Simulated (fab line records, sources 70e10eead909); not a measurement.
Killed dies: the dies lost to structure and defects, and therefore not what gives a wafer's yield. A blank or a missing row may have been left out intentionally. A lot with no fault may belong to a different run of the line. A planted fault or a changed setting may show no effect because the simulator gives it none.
fab line records	flow nand-harc	part 1 of 2: steps 1 to 4 of 6
[record] lots = 23	wafers = 69	last-day = 25
route steps=1159 shown P_GATE@187 P_M2@331 P_BONDPAD@353
lots that met no fault: taken from a fault-free run of the same line
start-h: hours from the record's first day to the start of the lot's first wafer shown	wait-h: hours from the lot's prior step to this one	" same as the row above	L1.1+2: one row covering several wafers at once	- value missing, or start not given	* or withheld: withheld	< > ~ a bound
route shown NAME@n: a module of which the file shows steps, and the number in the route of the first	usual: mean/standard deviation taken from wafers without a fault	same: alike in all rows	chamber/n: place in a boat	sites: each site's reading	_std_site: standard deviation across them	_edge_site: outer sites' mean less inner sites'	radius-mm: for every site, how far away it sits from the centre of the wafer	mask NAME#n: copy n	behind: the tool/chamber that last shaped the wafer	hold: what put the lot on hold/how long, in hours/how the hold closed	device: the n, p or np transistor that did not switch	end of line: the same wafers' tests at the end of the route	for a step that has no rows: nothing shown but its recipe	killed: the dies lost at the first sort to structure and to defects; this is not the yield of the wafer	map: a wafer's dies, x killed, . not, _ none there
set.NAME: the run value of the setting; set.NAME@STEP: its run value at that earlier step	model.NAME: the simulator's own value behind a step, which no gauge read
one table for each step of the route and one row for each wafer, over a sample of lots
services: the hour from which a tool's chamber was out of use, counted from the record's first day as start-h (under 0 if before that day), plus the number of hours and why
[[steps]]
[step NHARC_P_GATE_DESCUM_61]
[recipe] time-s = 3	o2-flow-sccm = 200	ar-flow-sccm = 0	bias-power-w = 0	chemistry = O2
[usual] drypump-motor-current-A = 5.8/0.34	oes-product-au = 1.000/0.012	rf-vpp-V = 57.8/0.79	showerhead-plenum-p-Torr = 1.92/0.053	throttle-valve-pct = 11.312/0.0084
lot.wafer	tool	chamber	start-h	wait-h	drypump-motor-current-A	oes-product-au	rf-hours-counter-h	rf-vpp-V	showerhead-plenum-p-Torr	throttle-valve-pct
L074.1	rie-diel-05	3	108.95	-	5.7	0.991	20	57.4	1.97	11.327
L074.3	"	0	"	"	5.9	0.986	20	57.5	1.95	11.304
L074.2	"	2	"	"	6.1	1.001	21	56.7	1.88	11.320
L075.3	rie-diel-05	0	109.32	-	5.9	0.983	20	56.7	1.95	11.310
L075.2	"	2	"	"	6.1	1.000	21	56.8	1.88	11.313
L075.4	"	3	"	"	5.8	1.006	20	58.7	1.97	11.314
L076.2	rie-diel-02	3	117.04	-	6.2	1.017	51	57.4	1.93	11.306
L076.6	"	0	"	"	5.1	0.990	-	58.3	1.94	11.313
L076.5	"	1	"	"	6.0	1.009	-	58.4	2.00	11.308
L077.1	rie-diel-05	2	120.08	-	6.1	1.005	24	57.1	1.88	11.309
L077.3	"	3	"	"	5.8	0.998	22	57.3	1.97	11.298
L077.4	"	0	"	"	5.9	0.993	22	56.0	1.95	11.306
L078.2	rie-diel-05	1	120.29	-	5.8	0.999	23	57.6	1.88	11.319
L078.6	"	0	"	"	5.9	0.981	-	58.3	1.95	11.293
L078.5	"	1	"	"	5.8	0.994	-	57.2	1.88	11.318
L079.1	rie-diel-02	0	135.16	-	5.0	0.998	55	56.8	1.94	11.310
L079.4	"	1	"	"	6.0	1.004	55	57.6	2.00	11.317
L079.6	"	2	"	"	5.9	0.999	-	57.8	1.85	11.315
L081.2	rie-diel-05	2	145.38	-	6.1	1.008	29	56.9	1.87	11.311
L081.1	"	3	"	"	5.7	1.003	27	57.1	1.97	11.320
L081.5	"	2	"	"	6.1	1.005	-	57.0	1.87	11.295
L080.1	rie-diel-02	2	146.34	-	5.9	0.995	55	58.6	1.85	11.314
L080.5	"	1	"	"	6.0	1.001	-	57.9	2.00	11.318
L080.6	"	2	"	"	5.9	1.005	-	57.6	1.85	11.323
L083.2	rie-diel-05	1	156.16	-	5.8	1.001	28	56.9	1.88	11.298
L083.1	"	2	"	"	6.1	0.998	29	57.5	1.87	11.300
L083.5	"	1	"	"	5.8	0.999	-	55.8	1.88	11.291
L082.2	rie-diel-05	2	160.99	-	6.1	1.007	30	58.3	1.87	11.317
L082.1	"	3	"	"	5.7	1.019	28	57.2	1.97	11.317
L082.5	"	1	"	"	5.8	1.017	-	57.4	1.88	11.320
L084.4	rie-diel-08	3	162.57	-	5.3	0.972	16	59.9	1.98	11.333
L084.6	"	1	"	"	5.0	1.009	-	57.3	1.88	11.313
L084.5	"	2	"	"	5.9	0.997	-	59.7	1.99	11.335
L086.2	rie-diel-08	2	179.01	-	5.9	1.005	18	59.1	1.99	11.309
L086.1	"	3	"	"	5.3	0.988	24	59.2	1.98	11.302
L086.6	"	2	"	"	5.9	1.006	-	58.1	1.99	11.310
L087.3	rie-diel-02	3	179.25	-	6.2	1.003	12	56.4	1.93	11.320
L087.1	"	0	"	"	5.1	0.994	11	57.4	1.93	11.309
L087.5	"	2	"	"	5.9	0.997	-	57.2	1.84	11.322
L085.4	rie-diel-08	3	179.66	-	5.3	0.987	24	56.8	1.98	11.309
L085.1	"	0	"	"	6.1	0.990	22	57.4	1.81	11.306
L085.6	"	2	"	"	5.9	1.007	-	58.0	1.99	11.299
L088.1	rie-diel-02	3	185.14	-	6.2	1.016	14	58.4	1.93	11.297
L088.4	"	0	"	"	5.1	1.000	13	57.6	1.93	11.318
L088.5	"	1	"	"	6.0	0.988	-	59.1	1.99	11.314
L090.1	rie-diel-05	2	199.49	-	6.1	0.997	7	56.9	1.87	11.321
L090.4	"	2	"	"	6.1	0.984	-	59.0	1.87	11.310
L090.6	"	3	"	"	5.7	1.024	-	58.8	1.96	11.313
L091.3	rie-diel-08	3	206.53	-	5.3	0.981	33	57.6	1.98	11.307
L091.1	"	1	"	"	5.1	1.004	28	57.1	1.87	11.330
L091.2	"	2	"	"	5.9	1.004	26	59.2	1.98	11.297
L092.1	rie-diel-05	3	211.21	-	5.7	1.026	11	58.0	1.96	11.296
L092.2	"	0	"	"	5.9	0.989	8	57.9	1.94	11.314
L092.6	"	3	"	"	5.7	1.016	-	58.6	1.96	11.313
L093.1	rie-diel-05	0	218.27	-	5.9	0.997	9	57.1	1.94	11.318
L093.3	"	3	"	"	5.7	1.020	12	58.8	1.96	11.315
L093.6	"	0	"	"	5.9	0.994	-	57.6	1.94	11.323
L094.4	rie-diel-05	1	225.67	-	5.8	1.017	4	58.4	1.87	11.305
L094.2	"	2	"	"	6.2	0.993	13	57.9	1.87	11.301
L094.5	"	2	"	"	6.1	0.985	-	58.2	1.87	11.325
L095.4	rie-diel-05	2	226.16	-	6.2	0.979	13	57.2	1.87	11.317
L095.3	"	3	"	"	5.7	1.027	13	58.4	1.96	11.320
L095.5	"	2	"	"	6.2	0.984	-	57.3	1.87	11.304
L096.2	rie-diel-05	0	231.19	-	5.9	0.998	11	57.4	1.94	11.316
L096.1	"	2	"	"	6.1	0.990	14	57.5	1.87	11.307
L096.6	"	0	"	"	6.0	0.997	-	58.3	1.94	11.310
L097.3	rie-diel-08	2	242.41	-	5.9	0.997	38	57.8	1.98	11.316
L097.6	"	2	"	"	5.9	0.994	-	58.9	1.98	11.298
L097.4	"	3	"	"	5.3	0.976	-	57.4	1.97	11.306
[step NHARC_P_M2_DESCUM_14]
[recipe] time-s = 3	o2-flow-sccm = 200	ar-flow-sccm = 0	bias-power-w = 0	chemistry = O2
[usual] drypump-motor-current-A = 6.0/0.53	oes-product-au = 0.999/0.013	rf-vpp-V = 57.9/0.96	showerhead-plenum-p-Torr = 1.94/0.087	throttle-valve-pct = 11.311/0.0097
lot.wafer	tool	chamber	start-h	wait-h	drypump-motor-current-A	oes-product-au	rf-hours-counter-h	rf-vpp-V	showerhead-plenum-p-Torr	throttle-valve-pct
L074.3	rie-diel-06	2	135.07	0.1	6.6	1.010	2	59.1	2.06	11.304
L074.2	"	3	"	"	5.4	1.006	2	58.7	2.03	11.333
L074.1	"	1	"	"	5.4	0.992	2	57.1	1.80	11.308
L075.3	rie-diel-05	3	135.64	0.1	5.7	1.004	26	57.9	1.97	11.314
L075.2	"	0	"	"	5.9	0.995	25	57.1	1.95	11.306
L075.4	"	2	"	"	6.1	1.012	28	58.3	1.87	11.314
L076.2	rie-diel-06	2	142.36	0.1	6.7	1.005	2	58.7	2.06	11.306
L076.6	"	0	"	"	6.7	0.988	-	58.0	1.89	11.309
L076.5	"	1	"	"	5.4	0.988	-	56.7	1.80	11.309
L077.3	rie-diel-06	1	143.49	0.1	5.4	0.992	3	56.9	1.80	11.310
L077.4	"	2	"	"	6.6	1.007	3	58.2	2.06	11.299
L077.1	"	3	"	"	5.4	0.998	2	59.8	2.03	11.300
L078.2	rie-diel-02	3	143.97	0.1	6.1	1.024	60	57.1	1.93	11.312
L078.6	"	0	"	"	5.1	1.008	-	57.8	1.94	11.324
L078.5	"	1	"	"	6.0	1.006	-	58.2	2.00	11.324
L079.4	rie-diel-06	3	157.64	0.1	5.4	0.996	3	58.1	2.03	11.305
L079.1	"	0	"	"	6.7	0.978	3	56.4	1.89	11.316
L079.6	"	0	"	"	6.6	0.990	-	57.2	1.89	11.287
L081.1	rie-diel-06	0	168.89	0.1	6.7	0.982	3	57.2	1.89	11.295
L081.2	"	1	"	"	5.4	0.988	4	57.1	1.80	11.320
L081.5	"	2	"	"	6.6	1.002	-	57.5	2.06	11.324
L080.1	rie-diel-06	0	169.65	0.1	6.7	0.989	3	58.0	1.89	11.324
L080.5	"	3	"	"	5.4	1.003	-	57.8	2.03	11.301
L080.6	"	0	"	"	6.7	0.997	-	57.9	1.89	11.314
L083.1	rie-diel-06	0	177.69	0.1	6.7	0.983	4	58.3	1.89	11.311
L083.2	"	1	"	"	5.4	0.991	4	56.8	1.80	11.317
L083.5	"	1	"	"	5.4	0.980	-	57.2	1.80	11.314
L082.1	rie-diel-06	2	180.85	0.1	6.6	1.007	4	57.1	2.06	11.325
L082.2	"	3	"	"	5.4	1.006	4	58.6	2.03	11.317
L082.5	"	2	"	"	6.6	1.000	-	58.7	2.06	11.315
L084.6	rie-diel-05	2	181.44	0.1	6.1	0.999	-	56.9	1.87	11.316
L084.4	"	3	"	"	5.7	1.031	-	56.7	1.97	11.319
L084.5	"	0	"	"	5.9	0.978	-	57.8	1.94	11.321
L086.1	rie-diel-06	0	202.58	0.1	6.7	0.979	5	57.3	1.89	11.309
L086.2	"	3	"	"	5.4	1.015	4	57.1	2.03	11.313
L086.6	"	0	"	"	6.7	0.981	-	57.2	1.89	11.309
L087.1	rie-diel-06	3	202.73	0.1	5.4	0.992	4	59.7	2.03	11.317
L087.3	"	2	"	"	6.6	1.001	4	57.7	2.06	11.302
L087.5	"	0	"	"	6.7	0.982	-	58.8	1.89	11.319
L085.1	rie-diel-05	2	203.49	0.1	6.1	0.997	8	57.1	1.87	11.311
L085.4	"	3	"	"	5.7	1.024	-	57.0	1.96	11.316
L085.6	"	2	"	"	6.1	0.990	-	57.9	1.87	11.297
L088.1	rie-diel-06	1	205.71	0.1	5.5	0.986	5	58.6	1.80	11.296
L088.4	"	2	"	"	6.6	1.001	5	58.9	2.06	11.316
L088.5	"	3	"	"	5.4	1.008	-	59.4	2.03	11.319
L090.4	rie-diel-06	1	220.28	0.1	5.4	0.989	5	57.1	1.80	11.327
L090.1	"	2	"	"	6.6	1.005	5	58.6	2.06	11.297
L090.6	"	2	"	"	6.6	1.008	-	59.2	2.06	11.320
L091.2	rie-diel-06	3	227.78	0.1	5.4	1.008	5	58.8	2.03	11.308
L091.3	"	0	"	"	6.7	0.996	6	57.5	1.89	11.301
L091.1	"	1	"	"	5.5	0.971	5	58.6	1.80	11.319
L092.1	rie-diel-06	1	230.21	0.1	5.5	0.997	6	56.1	1.80	11.330
L092.2	"	2	"	"	6.6	0.998	6	59.0	2.06	11.320
L092.6	"	0	"	"	6.7	0.999	-	58.2	1.89	11.315
L093.1	rie-diel-05	2	239.45	0.1	6.2	0.994	17	58.4	1.87	11.312
L093.3	"	3	"	"	5.7	1.021	16	58.2	1.96	11.308
L093.6	"	3	"	"	5.8	1.015	-	59.0	1.96	11.319
L094.4	rie-diel-05	0	244.69	0.1	5.9	0.984	14	57.5	1.94	11.304
L094.2	"	1	"	"	5.8	1.005	9	57.6	1.87	11.305
L094.5	"	3	"	"	5.7	1.025	-	58.6	1.96	11.317
L095.3	rie-diel-05	1	245.45	0.2	5.8	1.005	9	58.9	1.87	11.328
L095.4	"	3	"	"	5.7	1.022	17	59.0	1.96	11.305
L095.5	"	1	"	"	5.8	1.014	-	58.5	1.87	11.304
L096.1	rie-diel-06	2	250.69	0.1	6.6	1.000	0	60.5	2.06	11.323
L096.2	"	3	"	"	5.4	1.025	0	59.9	2.03	11.308
L096.6	"	1	"	"	5.4	0.983	-	56.2	1.80	11.311
L097.4	rie-diel-06	0	261.66	0.1	6.6	0.985	0	57.6	1.89	11.308
L097.3	"	1	"	"	5.5	0.980	0	57.9	1.80	11.314
L097.6	"	3	"	"	5.4	1.006	-	58.3	2.03	11.311
[step NHARC_P_M2_CD_MEAS_16]
[usual] cd-nm = 170.6/0.93
lot.wafer	tool	chamber	start-h	wait-h	cd-nm
L074.1	cd-sem-01	-	135.43	-	170.0
L074.2	"	-	"	"	171.2
L074.3	"	-	"	"	169.3
L075.2	cd-sem-01	-	135.96	-	169.1
L075.3	"	-	"	"	170.2
L075.4	"	-	"	"	171.7
L076.2	cd-sem-03	-	142.66	-	168.8
L076.5	"	-	"	"	169.8
L076.6	"	-	"	"	170.5
L077.1	cd-sem-03	-	143.79	-	171.2
L077.3	"	-	"	"	171.1
L077.4	"	-	"	"	169.9
L078.2	cd-sem-02	-	144.26	-	169.9
L078.5	"	-	"	"	168.7
L078.6	"	-	"	"	171.4
L079.1	cd-sem-02	-	157.95	-	170.0
L079.4	"	-	"	"	171.9
L079.6	"	-	"	"	171.0
L081.1	cd-sem-02	-	169.22	-	170.3
L081.2	"	-	"	"	170.9
L081.5	"	-	"	"	169.2
L080.1	cd-sem-02	-	169.95	-	171.7
L080.5	"	-	"	"	169.1
L080.6	"	-	"	"	171.4
L083.1	cd-sem-02	-	178.00	-	170.2
L083.2	"	-	"	"	171.2
L083.5	"	-	"	"	171.1
L082.1	cd-sem-03	-	181.15	-	170.9
L082.2	"	-	"	"	168.8
L082.5	"	-	"	"	170.5
L084.4	cd-sem-02	-	181.79	-	168.6
L084.5	"	-	"	"	171.5
L084.6	"	-	"	"	172.2
L086.1	cd-sem-01	-	202.95	-	171.8
L086.2	"	-	"	"	170.0
L086.6	"	-	"	"	170.4
L087.1	cd-sem-02	-	203.11	-	170.9
L087.3	"	-	"	"	171.3
L087.5	"	-	"	"	171.6
L085.1	cd-sem-03	-	203.87	-	170.9
L085.4	"	-	"	"	171.6
L085.6	"	-	"	"	171.7
L088.1	cd-sem-02	-	206.00	-	170.4
L088.4	"	-	"	"	170.6
L088.5	"	-	"	"	168.9
L090.1	cd-sem-01	-	220.59	-	170.3
L090.4	"	-	"	"	169.2
L090.6	"	-	"	"	169.8
L091.1	cd-sem-02	-	228.07	-	171.5
L091.2	"	-	"	"	170.3
L091.3	"	-	"	"	168.9
L092.1	cd-sem-03	-	230.51	-	171.9
L092.2	"	-	"	"	170.1
L092.6	"	-	"	"	170.5
L093.1	cd-sem-01	-	239.76	-	170.9
L093.3	"	-	"	"	170.2
L093.6	"	-	"	"	171.7
L094.2	cd-sem-03	-	245.01	-	171.5
L094.4	"	-	"	"	170.8
L094.5	"	-	"	"	170.1
L095.3	cd-sem-01	-	245.75	-	171.7
L095.4	"	-	"	"	169.9
L095.5	"	-	"	"	170.7
L096.1	cd-sem-02	-	250.98	-	170.5
L096.2	"	-	"	"	169.5
L096.6	"	-	"	"	171.2
L097.3	cd-sem-02	-	261.97	-	170.5
L097.4	"	-	"	"	169.8
L097.6	"	-	"	"	173.1
[step NHARC_P_M2_STRIP_18]
[recipe] power-w = 1000	n2-flow-sccm = 150	h2-flow-sccm = 150	ar-flow-sccm = 0	bias-w = 0	chemistry = N2/H2
[usual] drypump-motor-current-A = 6.0/0.52	n2-flow-sccm = 150.0/0.49	oes-product-au = 0.998/0.011	rf-vpp-V = 90.8/1	showerhead-plenum-p-Torr = 2.07/0.097	throttle-valve-pct = 14.171/0.0088
lot.wafer	tool	chamber	start-h	wait-h	drypump-motor-current-A	n2-flow-sccm	oes-product-au	rf-hours-counter-h	rf-vpp-V	showerhead-plenum-p-Torr	throttle-valve-pct
L074.1	rie-diel-06	1	135.51	0.1	5.4	149.2	0.983	2	91.1	1.92	14.174
L074.2	"	3	"	"	5.4	149.3	0.995	2	91.9	2.16	14.167
L074.3	"	0	"	"	6.6	150.7	0.990	2	90.9	2.02	14.166
L075.2	rie-diel-06	1	136.03	0.1	5.4	150.0	0.978	2	91.2	1.92	14.187
L075.4	"	2	"	"	6.6	149.8	1.002	2	92.1	2.20	14.181
L075.3	"	3	"	"	5.4	149.4	1.007	2	91.5	2.16	14.180
L076.2	rie-diel-06	3	142.75	0.1	5.4	150.7	0.995	2	90.9	2.16	14.169
L076.5	"	2	"	"	6.6	149.5	0.995	-	90.3	2.20	14.164
L076.6	"	3	"	"	5.4	151.0	1.001	-	91.9	2.16	14.193
L077.3	rie-diel-05	2	143.87	0.1	6.1	149.9	0.995	29	90.3	2.00	14.163
L077.1	"	0	"	"	6.0	150.3	0.984	26	89.6	2.07	14.165
L077.4	"	3	"	"	5.7	150.3	1.002	-	91.5	2.10	14.168
L078.2	rie-diel-05	3	144.40	0.1	5.8	150.4	1.004	27	91.0	2.10	14.166
L078.5	"	0	"	"	6.0	150.2	0.993	-	91.6	2.07	14.175
L078.6	"	3	"	"	5.7	150.4	0.999	-	92.1	2.10	14.176
L079.1	rie-diel-06	0	158.04	0.1	6.7	149.7	0.996	3	89.8	2.02	14.167
L079.4	"	3	"	"	5.4	150.5	1.006	3	91.4	2.16	14.170
L079.6	"	0	"	"	6.6	150.1	0.993	-	90.8	2.02	14.184
L081.2	rie-diel-02	2	169.37	0.1	5.9	150.9	1.007	4	89.7	1.96	14.170
L081.1	"	3	"	"	6.2	149.5	1.011	5	90.7	2.06	14.172
L081.5	"	1	"	"	6.0	149.6	0.993	-	92.3	2.13	14.169
L080.1	rie-diel-06	3	170.05	0.1	5.4	149.1	1.004	3	90.5	2.16	14.174
L080.5	"	2	"	"	6.6	150.0	1.006	-	92.0	2.20	14.169
L080.6	"	3	"	"	5.4	149.9	0.997	-	92.3	2.16	14.178
L083.2	rie-diel-06	0	178.07	0.1	6.7	150.1	0.982	4	90.1	2.02	14.170
L083.1	"	1	"	"	5.4	150.5	0.979	4	89.9	1.92	14.170
L083.5	"	1	"	"	5.5	150.2	0.993	-	90.8	1.92	14.182
L082.1	rie-diel-05	3	181.22	0.1	5.8	150.3	1.019	2	92.2	2.10	14.180
L082.2	"	1	"	"	5.8	149.6	0.996	2	90.2	2.00	14.179
L082.5	"	3	"	"	5.7	150.3	1.028	-	90.1	2.10	14.154
L084.4	rie-diel-06	3	181.88	0.1	5.4	150.4	1.008	4	91.9	2.16	14.179
L084.6	"	2	"	"	6.6	149.9	0.999	-	92.4	2.20	14.162
L084.5	"	3	"	"	5.4	150.2	0.999	-	91.4	2.16	14.170
L086.2	rie-diel-06	3	203.07	0.1	5.4	150.2	1.008	4	90.5	2.16	14.166
L086.1	"	0	"	"	6.7	150.1	0.985	5	90.3	2.02	14.161
L086.6	"	2	"	"	6.6	149.4	1.013	-	91.3	2.20	14.151
L087.1	rie-diel-02	2	203.21	0.1	5.9	149.9	1.007	19	90.4	1.96	14.169
L087.3	"	0	"	"	5.1	150.5	1.001	19	91.9	2.06	14.168
L087.5	"	2	"	"	5.9	149.7	0.995	-	89.9	1.96	14.168
L085.1	rie-diel-06	0	203.94	0.1	6.7	149.6	0.985	5	90.5	2.02	14.178
L085.4	"	2	"	"	6.6	149.3	1.001	5	92.3	2.20	14.175
L085.6	"	1	"	"	5.4	149.5	0.978	-	89.6	1.92	14.184
L088.4	rie-diel-06	3	206.10	0.1	5.4	149.9	1.006	5	92.4	2.16	14.159
L088.1	"	0	"	"	6.7	148.8	0.974	5	91.4	2.02	14.168
L088.5	"	3	"	"	5.4	151.4	1.007	-	92.5	2.16	14.174
L090.4	rie-diel-06	2	220.69	0.1	6.6	150.7	1.003	5	92.4	2.20	14.168
L090.1	"	0	"	"	6.6	149.6	1.004	5	89.6	2.02	14.157
L090.6	"	2	"	"	6.6	150.1	0.998	-	91.8	2.20	14.168
L091.3	rie-diel-02	2	228.15	0.1	5.9	150.2	1.003	27	90.7	1.96	14.189
L091.2	"	3	"	"	6.2	150.0	1.008	29	90.1	2.05	14.164
L091.1	"	0	"	"	5.0	150.8	1.010	30	91.4	2.06	14.181
L092.2	rie-diel-02	2	230.58	0.1	5.9	149.3	1.004	27	91.0	1.96	14.165
L092.1	"	0	"	"	5.1	150.2	1.007	30	91.7	2.06	14.162
L092.6	"	2	"	"	5.9	149.2	1.001	-	88.7	1.96	14.171
L093.1	rie-diel-06	1	239.83	0.1	5.4	150.5	0.973	6	89.4	1.92	14.180
L093.3	"	0	"	"	6.7	150.7	0.993	6	89.8	2.02	14.167
L093.6	"	1	"	"	5.4	150.2	0.983	-	90.2	1.92	14.173
L094.2	rie-diel-05	2	245.11	0.1	6.1	149.7	0.994	18	89.2	1.99	14.171
L094.4	"	3	"	"	5.7	150.6	1.021	17	91.8	2.09	14.167
L094.5	"	1	"	"	5.8	149.8	1.004	-	90.4	1.99	14.178
L095.4	rie-diel-02	3	245.92	0.2	6.2	149.6	1.006	34	89.9	2.05	14.176
L095.3	"	1	"	"	6.0	149.8	1.002	34	91.5	2.12	14.160
L095.5	"	2	"	"	5.9	150.0	0.988	-	89.4	1.95	14.164
L096.2	rie-diel-02	1	251.06	0.1	6.0	150.8	0.997	35	90.9	2.12	14.166
L096.1	"	0	"	"	5.1	150.8	1.011	36	90.9	2.05	14.164
L096.6	"	1	"	"	6.0	149.9	1.002	-	92.7	2.12	14.169
L097.3	rie-diel-06	2	262.04	0.1	6.6	150.5	1.009	0	90.6	2.20	14.168
L097.4	"	3	"	"	5.4	150.0	1.011	0	90.8	2.16	14.164
L097.6	"	2	"	"	6.6	150.9	0.993	-	90.8	2.20	14.165
